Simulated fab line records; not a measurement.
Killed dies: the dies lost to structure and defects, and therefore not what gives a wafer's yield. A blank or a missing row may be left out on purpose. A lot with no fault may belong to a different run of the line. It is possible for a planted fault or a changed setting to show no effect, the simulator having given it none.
fab line records	flow n5-finfet
record lots=24	wafers=72	last-day=18
route steps=1938 shown BEOL_M4@1057
lots untouched by any fault: they come from a run of this same line in which no faults occurred
start-h: start of the lot's first displayed wafer, in hours after the record's first day	wait-h: hours elapsed since this lot's preceding step	" the same as in the row above	L1.1+2: one row covering several wafers at once	- value missing, or start not given	* or withheld: withheld	< > ~ a bound
route shown NAME@n: a module of which the file shows steps, and the number in the route of the first	usual: mean/standard deviation taken from wafers without a fault	same: alike in all rows	chamber/n: place in a boat	sites: each site's reading	_std_site: their standard deviation	_edge_site: inner sites' mean taken away from outer sites' mean	radius-mm: for every site, how far away it sits from the centre of the wafer	mask NAME#n: copy n	behind: the last tool/chamber to shape the wafer	hold: cause of the lot's hold/its duration in hours/its outcome	device: which transistor (n, p or np) failed to switch	end of line: the route-end tests of the same wafers	a step with no rows: only its recipe	killed: the dies lost at the first sort to structure and to defects; this is not the yield of the wafer	map: a wafer's dies, x killed, . not, _ none there
set.NAME: the run value of the setting; set.NAME@STEP: its run value at that earlier step	model.NAME: the simulator's own value behind a step, which no gauge read
steps of the route over a sample of lots; a table a step, a row a wafer
services: from which hour (start-h, from the record's first day; less than 0 if before it) a tool's chamber was out of use, for how many hours, and why
## steps
# step N5_BEOL_M4_OVL_MEAS_29
# recipe points-per-wafer=522
# usual V3_OVL=0.2/0.68
lot.wafer	tool	chamber	start-h	wait-h	V3_OVL[nm]
L074.4	overlay-02	0	155.32	0.0	1.2
L074.5	"	0	"	"	-0.7
L074.6	"	0	"	"	-0.2
L075.1	overlay-02	0	158.09	0.0	1.1
L075.2	"	0	"	"	0.0
L075.6	"	0	"	"	0.5
L076.3	overlay-02	0	173.13	0.0	-0.5
L076.4	"	0	"	"	0.9
L076.5	"	0	"	"	0.4
L077.2	overlay-02	0	176.65	0.0	-1.0
L077.3	"	0	"	"	-0.2
L077.6	"	0	"	"	-1.1
L078.1	overlay-02	0	183.13	0.0	0.3
L078.3	"	0	"	"	0.8
L078.6	"	0	"	"	-0.2
L079.3	overlay-02	0	195.53	0.0	0.7
L079.4	"	0	"	"	0.7
L079.6	"	0	"	"	0.2
L080.1	overlay-01	0	203.69	0.0	0.9
L080.4	"	0	"	"	0.1
L080.5	"	0	"	"	0.3
L081.1	overlay-01	0	205.40	0.0	0.4
L081.3	"	0	"	"	0.5
L081.5	"	0	"	"	0.8
L082.1	overlay-02	0	210.02	0.0	-0.1
L082.2	"	0	"	"	0.9
L082.3	"	0	"	"	0.5
L083.2	overlay-01	0	210.71	0.0	-1.6
L083.3	"	0	"	"	-1.4
L083.5	"	0	"	"	-2.1
L084.1	overlay-02	0	222.16	0.0	0.0
L084.3	"	0	"	"	0.7
L084.6	"	0	"	"	-0.1
L085.3	overlay-02	0	227.35	0.0	-0.8
L085.4	"	0	"	"	1.0
L085.6	"	0	"	"	0.5
L086.1	overlay-01	0	236.54	0.0	0.3
L086.4	"	0	"	"	1.0
L086.5	"	0	"	"	0.2
L087.2	overlay-01	0	241.88	0.0	-0.2
L087.5	"	0	"	"	0.6
L087.6	"	0	"	"	0.8
L088.3	overlay-02	0	244.47	0.0	1.0
L088.4	"	0	"	"	-0.1
L088.6	"	0	"	"	0.0
L089.3	overlay-01	0	255.45	0.0	0.2
L089.4	"	0	"	"	0.2
L089.6	"	0	"	"	0.2
L090.2	overlay-02	0	262.89	0.0	-0.2
L090.4	"	0	"	"	-0.9
L090.6	"	0	"	"	-0.5
L093.1	overlay-01	0	264.36	0.0	0.0
L093.2	"	0	"	"	1.3
L093.5	"	0	"	"	0.5
L091.1	overlay-02	0	264.58	0.0	0.7
L091.3	"	0	"	"	0.7
L091.6	"	0	"	"	0.7
L092.2	overlay-02	0	270.84	0.0	0.6
L092.4	"	0	"	"	-0.3
L092.6	"	0	"	"	-0.8
L094.1	overlay-02	0	300.47	0.0	0.8
L094.2	"	0	"	"	-0.1
L094.6	"	0	"	"	-0.3
L095.1	overlay-02	0	302.97	0.0	-1.0
L095.3	"	0	"	"	0.0
L095.5	"	0	"	"	-0.7
L096.1	overlay-01	0	303.21	0.0	0.8
L096.2	"	0	"	"	0.2
L096.3	"	0	"	"	0.7
L097.2	overlay-01	0	306.55	0.0	-0.3
L097.4	"	0	"	"	0.2
L097.6	"	0	"	"	-0.2
# step N5_BEOL_M4_STRIP_97
# recipe chemistry=N2/H2	time-s=10	power-w=450	temp-c=40	pressure-mtorr=20	rf-frequency-hz=6e+07	bias-power-w=7	n2-flow-sccm=200	h2-flow-sccm=200
# usual drypump-motor-current-A=5.8/0.4	oes-product-au=0.79/0.092	rf-vpp-V=59.2/0.87	showerhead-plenum-p-Torr=2.55/0.1	throttle-valve-pct=23.6/0.31
lot.wafer	tool	chamber	start-h	wait-h	drypump-motor-current-A	oes-product-au	rf-hours-counter-h	rf-vpp-V	showerhead-plenum-p-Torr	throttle-valve-pct
L074.4	rie-diel-03	1	-	-	5.8	0.88	23	60.7	2.61	24.0
L074.5	"	2	"	"	5.9	0.69	-	58.7	2.39	23.2
L074.6	"	1	"	"	5.8	0.88	-	61.1	2.61	24.0
L075.1	rie-diel-04	0	-	-	6.4	0.72	236	59.0	2.59	24.3
L075.2	"	1	"	"	6.1	0.86	58	59.7	2.59	23.5
L075.6	"	2	"	"	5.5	0.73	-	58.2	2.43	23.6
L076.3	rie-diel-03	1	-	-	5.8	0.88	28	59.2	2.60	24.0
L076.4	"	3	"	"	5.5	0.92	17	58.2	2.47	23.3
L076.5	"	1	"	"	5.8	0.88	-	59.0	2.60	24.0
L077.2	rie-diel-03	3	-	-	5.5	0.92	18	60.2	2.47	23.3
L077.3	"	2	"	"	5.8	0.69	235	58.8	2.39	23.2
L077.6	"	1	"	"	5.7	0.87	-	58.5	2.60	24.0
L078.1	rie-diel-05	1	-	-	5.6	0.70	208	57.0	2.41	23.5
L078.3	"	2	"	"	5.1	0.89	21	58.1	2.72	23.5
L078.6	"	2	"	"	5.1	0.90	-	58.9	2.72	23.5
L079.3	rie-diel-04	1	-	-	6.1	0.85	68	59.6	2.58	23.5
L079.4	"	3	"	"	5.7	0.99	0	59.2	2.60	23.4
L079.6	"	2	"	"	5.4	0.72	-	59.1	2.43	23.7
L081.1	rie-diel-03	0	-	-	5.8	0.69	223	59.6	2.61	23.0
L081.3	"	2	"	"	5.8	0.68	247	59.8	2.38	23.2
L081.5	"	2	"	"	5.8	0.68	-	59.8	2.38	23.2
L080.1	rie-diel-05	1	-	-	5.6	0.69	216	58.5	2.40	23.5
L080.4	"	0	"	"	6.6	0.80	114	59.9	2.67	23.8
L080.5	"	0	"	"	6.6	0.80	-	60.1	2.67	23.8
L082.1	rie-diel-04	2	-	-	5.5	0.71	197	58.4	2.42	23.7
L082.2	"	1	"	"	6.1	0.83	77	58.1	2.58	23.5
L082.3	"	3	"	"	5.7	0.93	8	59.1	2.60	23.4
L083.2	rie-diel-05	0	-	-	6.6	0.80	117	60.4	2.67	23.9
L083.3	"	3	"	"	5.7	0.68	228	59.2	2.50	23.4
L083.5	"	1	"	"	5.6	0.69	-	57.5	2.40	23.5
L084.1	rie-diel-03	3	-	-	5.5	0.89	33	59.0	2.46	23.4
L084.3	"	1	"	"	5.8	0.83	52	58.1	2.59	24.0
L084.6	"	1	"	"	5.8	0.83	-	60.3	2.59	24.0
L085.3	rie-diel-05	0	-	-	6.6	0.78	127	59.6	2.67	23.9
L085.4	"	2	"	"	5.1	0.87	40	59.6	2.71	23.5
L085.6	"	0	"	"	6.7	0.78	-	59.9	2.67	23.8
L086.1	rie-diel-04	2	-	-	5.5	0.71	206	59.2	2.42	23.7
L086.4	"	2	"	"	5.5	0.70	-	60.7	2.42	23.7
L086.5	"	0	"	"	6.4	0.96	-	59.0	2.58	24.1
L087.2	rie-diel-03	2	-	-	5.9	0.97	3	59.2	2.70	23.0
L087.5	"	3	"	"	5.5	0.88	-	59.0	2.46	23.4
L087.6	"	0	"	"	5.8	0.68	-	58.7	2.60	23.0
L088.3	rie-diel-04	3	-	-	5.7	0.91	18	59.7	2.59	23.4
L088.4	"	0	"	"	6.4	0.94	9	59.9	2.58	24.0
L088.6	"	2	"	"	5.5	0.70	-	59.1	2.42	23.7
L089.3	rie-diel-05	1	-	-	5.6	0.69	237	57.1	2.39	23.5
L089.4	"	0	"	"	6.6	0.78	-	58.8	2.66	23.9
L089.6	"	1	"	"	5.6	0.68	-	58.3	2.40	23.5
L090.2	rie-diel-05	3	-	-	5.7	0.68	245	59.6	2.49	23.4
L090.4	"	1	"	"	5.6	0.69	239	59.4	2.39	23.5
L090.6	"	0	"	"	6.6	0.78	-	60.6	2.66	23.9
L093.1	rie-diel-04	2	-	-	5.4	0.69	216	58.2	2.41	23.7
L093.2	"	1	"	"	6.1	0.80	97	58.0	2.57	23.5
L093.5	"	2	"	"	5.5	0.70	-	58.8	2.41	23.7
L091.1	rie-diel-03	3	-	-	5.5	0.87	46	59.1	2.45	23.4
L091.3	"	1	"	"	5.8	0.82	68	59.0	2.59	24.1
L091.6	"	3	"	"	5.5	0.88	-	59.6	2.45	23.4
L092.2	rie-diel-05	0	-	-	6.6	0.77	140	59.7	2.66	23.9
L092.4	"	2	"	"	5.1	0.85	52	60.0	2.71	23.5
L092.6	"	2	"	"	5.1	0.84	-	58.5	2.71	23.5
L094.1	rie-diel-05	1	-	-	5.6	0.67	253	60.0	2.39	23.5
L094.2	"	0	"	"	6.6	0.76	150	59.2	2.66	23.9
L094.6	"	1	"	"	5.6	0.67	-	57.5	2.39	23.5
L095.1	rie-diel-04	0	-	-	6.4	0.90	29	60.6	2.57	24.1
L095.3	"	2	"	"	5.5	0.68	229	59.9	2.41	23.7
L095.5	"	2	"	"	5.5	0.69	-	57.3	2.41	23.7
L096.1	rie-diel-03	0	-	-	5.8	0.94	13	60.3	2.59	22.9
L096.2	"	2	"	"	5.9	0.90	24	59.3	2.69	23.0
L096.3	"	3	"	"	5.5	0.85	65	59.3	2.45	23.4
L097.2	rie-diel-04	0	-	-	6.4	0.88	39	59.3	2.56	24.1
L097.4	"	2	"	"	5.4	0.68	237	59.0	2.41	23.7
L097.6	"	2	"	"	5.5	0.68	-	59.0	2.41	23.7
# step N5_BEOL_M4_ANNEAL_89
# recipe temp-c=400	time-s=240	ambient=vacuum
# usual heater-power-w=829/110
lot.wafer	tool	chamber	start-h	wait-h	heater-power-w
L074.4	pvd-sputter-01	-	164.17	0.0	855
L074.5	"	-	"	"	820
L074.6	"	-	"	"	889
L075.1	pvd-sputter-01	-	174.24	0.0	845
L075.2	"	-	"	"	796
L075.6	"	-	"	"	788
L076.3	pvd-sputter-03	-	178.66	0.0	766
L076.4	"	-	"	"	791
L076.5	"	-	"	"	724
L077.2	pvd-sputter-03	-	180.50	0.0	819
L077.3	"	-	"	"	824
L077.6	"	-	"	"	722
L078.1	pvd-sputter-03	-	187.56	0.0	826
L078.3	"	-	"	"	714
L078.6	"	-	"	"	761
L079.3	pvd-sputter-03	-	200.04	0.0	786
L079.4	"	-	"	"	806
L079.6	"	-	"	"	816
L081.1	pvd-sputter-02	-	209.91	0.0	604
L081.3	"	-	"	"	1065
L081.5	"	-	"	"	1039
L080.1	pvd-sputter-03	-	210.20	0.0	713
L080.4	"	-	"	"	822
L080.5	"	-	"	"	801
L082.1	pvd-sputter-03	-	217.71	0.0	728
L082.2	"	-	"	"	775
L082.3	"	-	"	"	794
L083.2	pvd-sputter-01	-	217.84	0.0	825
L083.3	"	-	"	"	854
L083.5	"	-	"	"	857
L084.1	pvd-sputter-02	-	234.76	0.0	614
L084.3	"	-	"	"	1045
L084.6	"	-	"	"	855
L085.3	pvd-sputter-03	-	241.39	0.0	712
L085.4	"	-	"	"	809
L085.6	"	-	"	"	801
L086.1	pvd-sputter-01	-	241.47	0.0	848
L086.4	"	-	"	"	896
L086.5	"	-	"	"	752
L087.2	pvd-sputter-02	-	245.55	0.0	1075
L087.5	"	-	"	"	1062
L087.6	"	-	"	"	853
L088.3	pvd-sputter-01	-	250.70	0.0	842
L088.4	"	-	"	"	891
L088.6	"	-	"	"	860
L089.3	pvd-sputter-02	-	263.04	0.0	855
L089.4	"	-	"	"	1096
L089.6	"	-	"	"	1066
L090.2	pvd-sputter-01	-	268.41	0.1	753
L090.4	"	-	"	"	823
L090.6	"	-	"	"	823
L093.1	pvd-sputter-02	-	271.70	0.0	621
L093.2	"	-	"	"	1048
L093.5	"	-	"	"	607
L091.1	pvd-sputter-01	-	272.11	0.0	855
L091.3	"	-	"	"	744
L091.6	"	-	"	"	885
L092.2	pvd-sputter-02	-	275.44	0.0	1068
L092.4	"	-	"	"	836
L092.6	"	-	"	"	1070
L094.1	pvd-sputter-01	-	303.98	0.0	797
L094.2	"	-	"	"	863
L094.6	"	-	"	"	878
L095.1	pvd-sputter-01	-	307.10	0.0	869
L095.3	"	-	"	"	804
L095.5	"	-	"	"	742
L096.1	pvd-sputter-03	-	310.78	0.0	780
L096.2	"	-	"	"	704
L096.3	"	-	"	"	814
L097.2	pvd-sputter-03	-	333.14	0.0	773
L097.4	"	-	"	"	819
L097.6	"	-	"	"	791
# step N5_BEOL_M4_SPUTTER_90
# recipe material=Cu	target-thk-a=45	temp-c=-20	chamber-pressure-pa=0.07	power-w=withheld	time-s=8.29
# usual chuck-gas-flow-sccm=1.26/0.053	throttle-valve-pct=30.1/1.1
lot.wafer	tool	chamber	start-h	wait-h	chuck-gas-flow-sccm	throttle-valve-pct
L074.4	pvd-sputter-01	-	164.31	0.1	1.24	28.4
L074.5	"	-	"	"	1.17	28.5
L074.6	"	-	"	"	1.18	29.6
L075.1	pvd-sputter-01	-	174.38	0.1	1.29	29.4
L075.2	"	-	"	"	1.25	28.4
L075.6	"	-	"	"	1.28	28.5
L076.3	pvd-sputter-03	-	178.80	0.1	1.30	30.6
L076.4	"	-	"	"	1.25	30.4
L076.5	"	-	"	"	1.24	29.7
L077.2	pvd-sputter-03	-	180.64	0.1	1.36	32.2
L077.3	"	-	"	"	1.29	30.2
L077.6	"	-	"	"	1.28	29.7
L078.1	pvd-sputter-03	-	187.70	0.1	1.23	32.4
L078.3	"	-	"	"	1.26	29.7
L078.6	"	-	"	"	1.33	30.6
L079.3	pvd-sputter-03	-	200.18	0.1	1.14	30.8
L079.4	"	-	"	"	1.25	32.5
L079.6	"	-	"	"	1.18	32.5
L081.1	pvd-sputter-02	-	210.05	0.1	1.33	30.6
L081.3	"	-	"	"	1.34	31.7
L081.5	"	-	"	"	1.29	30.3
L080.1	pvd-sputter-03	-	210.34	0.1	1.32	30.0
L080.4	"	-	"	"	1.32	32.6
L080.5	"	-	"	"	1.33	30.2
L082.1	pvd-sputter-03	-	217.85	0.1	1.26	29.8
L082.2	"	-	"	"	1.20	30.3
L082.3	"	-	"	"	1.24	30.1
L083.2	pvd-sputter-01	-	217.98	0.1	1.25	28.7
L083.3	"	-	"	"	1.23	28.9
L083.5	"	-	"	"	1.20	29.4
L084.1	pvd-sputter-02	-	234.90	0.1	1.09	30.5
L084.3	"	-	"	"	1.35	30.1
L084.6	"	-	"	"	1.29	29.7
L085.3	pvd-sputter-03	-	241.53	0.1	1.26	29.8
L085.4	"	-	"	"	1.33	32.2
L085.6	"	-	"	"	1.23	30.3
L086.1	pvd-sputter-01	-	241.61	0.1	1.31	28.6
L086.4	"	-	"	"	1.24	29.1
L086.5	"	-	"	"	1.30	30.4
L087.2	pvd-sputter-02	-	245.69	0.1	1.26	31.2
L087.5	"	-	"	"	1.32	31.2
L087.6	"	-	"	"	1.21	29.8
L088.3	pvd-sputter-01	-	250.84	0.1	1.19	28.4
L088.4	"	-	"	"	1.36	29.7
L088.6	"	-	"	"	1.27	28.5
L089.3	pvd-sputter-02	-	263.18	0.1	1.26	29.7
L089.4	"	-	"	"	1.30	31.6
L089.6	"	-	"	"	1.21	31.4
L090.2	pvd-sputter-01	-	268.69	0.1	1.30	30.1
L090.4	"	-	"	"	1.27	28.4
L090.6	"	-	"	"	1.31	28.6
L093.1	pvd-sputter-02	-	271.84	0.1	1.31	30.9
L093.2	"	-	"	"	1.29	31.3
L093.5	"	-	"	"	1.21	30.6
L091.1	pvd-sputter-01	-	272.25	0.1	1.26	28.5
L091.3	"	-	"	"	1.25	30.5
L091.6	"	-	"	"	1.18	29.2
L092.2	pvd-sputter-02	-	275.58	0.1	1.31	31.5
L092.4	"	-	"	"	1.27	29.7
L092.6	"	-	"	"	1.20	31.4
L094.1	pvd-sputter-01	-	304.12	0.1	1.25	28.1
L094.2	"	-	"	"	1.20	28.6
L094.6	"	-	"	"	1.31	29.6
L095.1	pvd-sputter-01	-	307.24	0.1	1.31	28.6
L095.3	"	-	"	"	1.17	28.5
L095.5	"	-	"	"	1.13	30.1
L096.1	pvd-sputter-03	-	310.92	0.1	1.25	30.5
L096.2	"	-	"	"	1.27	29.7
L096.3	"	-	"	"	1.35	32.2
L097.2	pvd-sputter-03	-	333.28	0.1	1.27	30.4
L097.4	"	-	"	"	1.31	32.5
L097.6	"	-	"	"	1.20	32.3
# step N5_BEOL_M4_SPUTTER_92
# recipe material=Cu	target-thk-a=45	temp-c=-20	chamber-pressure-pa=0.07	power-w=withheld	time-s=8.29
# usual chuck-gas-flow-sccm=1.27/0.056	throttle-valve-pct=30.1/1.1
lot.wafer	tool	chamber	start-h	wait-h	chuck-gas-flow-sccm	throttle-valve-pct
L074.4	pvd-sputter-01	-	164.53	0.1	1.20	28.6
L074.5	"	-	"	"	1.23	28.3
L074.6	"	-	"	"	1.27	29.4
L075.1	pvd-sputter-01	-	174.60	0.1	1.24	29.4
L075.2	"	-	"	"	1.31	28.4
L075.6	"	-	"	"	1.34	28.4
L076.3	pvd-sputter-03	-	179.02	0.1	1.32	30.1
L076.4	"	-	"	"	1.30	30.2
L076.5	"	-	"	"	1.39	29.8
L077.2	pvd-sputter-03	-	180.86	0.1	1.37	32.4
L077.3	"	-	"	"	1.24	30.1
L077.6	"	-	"	"	1.29	29.9
L078.1	pvd-sputter-03	-	187.92	0.1	1.31	32.2
L078.3	"	-	"	"	1.25	29.7
L078.6	"	-	"	"	1.28	30.4
L079.3	pvd-sputter-03	-	200.40	0.1	1.19	30.6
L079.4	"	-	"	"	1.32	32.5
L079.6	"	-	"	"	1.27	32.3
L081.1	pvd-sputter-02	-	210.27	0.1	1.19	30.9
L081.3	"	-	"	"	1.32	31.2
L081.5	"	-	"	"	1.20	30.2
L080.1	pvd-sputter-03	-	210.56	0.1	1.24	29.8
L080.4	"	-	"	"	1.29	32.2
L080.5	"	-	"	"	1.21	30.5
L082.1	pvd-sputter-03	-	218.07	0.1	1.20	29.9
L082.2	"	-	"	"	1.26	30.6
L082.3	"	-	"	"	1.22	30.1
L083.2	pvd-sputter-01	-	218.20	0.1	1.20	28.4
L083.3	"	-	"	"	1.29	28.5
L083.5	"	-	"	"	1.32	29.1
L084.1	pvd-sputter-02	-	235.12	0.1	1.39	30.8
L084.3	"	-	"	"	1.26	30.2
L084.6	"	-	"	"	1.25	29.7
L085.3	pvd-sputter-03	-	241.75	0.1	1.33	29.9
L085.4	"	-	"	"	1.26	32.3
L085.6	"	-	"	"	1.21	30.3
L086.1	pvd-sputter-01	-	241.83	0.1	1.36	28.4
L086.4	"	-	"	"	1.28	29.3
L086.5	"	-	"	"	1.24	30.4
L087.2	pvd-sputter-02	-	245.91	0.1	1.20	31.4
L087.5	"	-	"	"	1.36	31.5
L087.6	"	-	"	"	1.21	29.9
L088.3	pvd-sputter-01	-	251.06	0.1	1.18	28.6
L088.4	"	-	"	"	1.28	29.3
L088.6	"	-	"	"	1.26	28.6
L089.3	pvd-sputter-02	-	263.40	0.1	1.25	29.9
L089.4	"	-	"	"	1.29	31.5
L089.6	"	-	"	"	1.40	31.3
L090.2	pvd-sputter-01	-	269.13	0.1	1.34	30.4
L090.4	"	-	"	"	1.24	28.3
L090.6	"	-	"	"	1.31	28.3
L093.1	pvd-sputter-02	-	272.06	0.1	1.31	30.5
L093.2	"	-	"	"	1.31	31.1
L093.5	"	-	"	"	1.30	30.7
L091.1	pvd-sputter-01	-	272.47	0.1	1.27	28.5
L091.3	"	-	"	"	1.29	30.1
L091.6	"	-	"	"	1.14	29.6
L092.2	pvd-sputter-02	-	275.80	0.1	1.25	31.5
L092.4	"	-	"	"	1.35	30.0
L092.6	"	-	"	"	1.22	31.6
L094.1	pvd-sputter-01	-	304.34	0.1	1.25	28.6
L094.2	"	-	"	"	1.26	28.7
L094.6	"	-	"	"	1.20	29.4
L095.1	pvd-sputter-01	-	307.46	0.1	1.26	28.6
L095.3	"	-	"	"	1.30	28.7
L095.5	"	-	"	"	1.27	30.1
L096.1	pvd-sputter-03	-	311.14	0.1	1.27	30.6
L096.2	"	-	"	"	1.23	29.5
L096.3	"	-	"	"	1.33	32.3
L097.2	pvd-sputter-03	-	333.50	0.1	1.23	30.4
L097.4	"	-	"	"	1.27	32.4
L097.6	"	-	"	"	1.38	32.4
# step N5_BEOL_M4_ANNEAL_93
# recipe temp-c=400	time-s=240	ambient=vacuum
# usual heater-power-w=829/110
lot.wafer	tool	chamber	start-h	wait-h	heater-power-w
L074.4	pvd-sputter-01	-	164.61	0.0	860
L074.5	"	-	"	"	819
L074.6	"	-	"	"	881
L075.1	pvd-sputter-01	-	174.68	0.0	879
L075.2	"	-	"	"	780
L075.6	"	-	"	"	792
L076.3	pvd-sputter-03	-	179.10	0.0	775
L076.4	"	-	"	"	788
L076.5	"	-	"	"	735
L077.2	pvd-sputter-03	-	180.94	0.0	804
L077.3	"	-	"	"	823
L077.6	"	-	"	"	731
L078.1	pvd-sputter-03	-	188.00	0.0	804
L078.3	"	-	"	"	721
L078.6	"	-	"	"	799
L079.3	pvd-sputter-03	-	200.48	0.0	774
L079.4	"	-	"	"	818
L079.6	"	-	"	"	809
L081.1	pvd-sputter-02	-	210.35	0.0	606
L081.3	"	-	"	"	1098
L081.5	"	-	"	"	1066
L080.1	pvd-sputter-03	-	210.64	0.0	728
L080.4	"	-	"	"	833
L080.5	"	-	"	"	810
L082.1	pvd-sputter-03	-	218.15	0.0	738
L082.2	"	-	"	"	799
L082.3	"	-	"	"	792
L083.2	pvd-sputter-01	-	218.28	0.0	817
L083.3	"	-	"	"	843
L083.5	"	-	"	"	831
L084.1	pvd-sputter-02	-	235.20	0.0	628
L084.3	"	-	"	"	1074
L084.6	"	-	"	"	862
L085.3	pvd-sputter-03	-	241.83	0.0	733
L085.4	"	-	"	"	812
L085.6	"	-	"	"	820
L086.1	pvd-sputter-01	-	241.91	0.0	850
L086.4	"	-	"	"	856
L086.5	"	-	"	"	758
L087.2	pvd-sputter-02	-	245.99	0.0	1083
L087.5	"	-	"	"	1070
L087.6	"	-	"	"	848
L088.3	pvd-sputter-01	-	251.14	0.0	862
L088.4	"	-	"	"	874
L088.6	"	-	"	"	835
L089.3	pvd-sputter-02	-	263.48	0.0	831
L089.4	"	-	"	"	1062
L089.6	"	-	"	"	1057
L090.2	pvd-sputter-01	-	269.29	0.1	731
L090.4	"	-	"	"	807
L090.6	"	-	"	"	800
L093.1	pvd-sputter-02	-	272.14	0.0	612
L093.2	"	-	"	"	1060
L093.5	"	-	"	"	619
L091.1	pvd-sputter-01	-	272.55	0.0	854
L091.3	"	-	"	"	760
L091.6	"	-	"	"	867
L092.2	pvd-sputter-02	-	275.88	0.0	1059
L092.4	"	-	"	"	838
L092.6	"	-	"	"	1091
L094.1	pvd-sputter-01	-	304.42	0.0	805
L094.2	"	-	"	"	852
L094.6	"	-	"	"	839
L095.1	pvd-sputter-01	-	307.54	0.0	843
L095.3	"	-	"	"	815
L095.5	"	-	"	"	739
L096.1	pvd-sputter-03	-	311.22	0.0	795
L096.2	"	-	"	"	731
L096.3	"	-	"	"	811
L097.2	pvd-sputter-03	-	333.58	0.0	788
L097.4	"	-	"	"	813
L097.6	"	-	"	"	813
## services
tool	chamber	start-h	hours	kind
rie-diel-05	0	166.50	3.8	repair
rie-diel-05	3	168.28	4.5	repair
rie-diel-04	3	176.86	-	clean
rie-diel-04	3	176.86	-	consumable-replace:focus-ring
rie-diel-04	3	176.86	19.3	scheduled-down
rie-diel-04	3	176.86	19.3	vent-cycle
rie-diel-03	3	197.84	8.7	repair
rie-diel-04	0	208.14	-	clean
rie-diel-04	0	208.14	-	consumable-replace:focus-ring
rie-diel-04	0	208.14	16.2	scheduled-down
rie-diel-04	0	208.14	16.2	vent-cycle
rie-diel-03	3	214.28	5.1	repair
rie-diel-03	2	219.44	-	clean
rie-diel-03	2	219.44	-	consumable-replace:focus-ring
rie-diel-03	3	248.74	6.3	repair
rie-diel-04	3	251.44	4.5	repair
rie-diel-05	3	256.33	3.1	repair
rie-diel-03	2	262.22	1.6	repair
rie-diel-04	1	270.31	3.5	repair
rie-diel-03	2	283.29	16.3	repair
rie-diel-05	2	309.40	3.4	repair
pvd-sputter-03	-	313.96	11.4	repair
rie-diel-05	3	320.86	5.4	repair
pvd-sputter-01	-	331.34	3.0	repair
## key
fault none
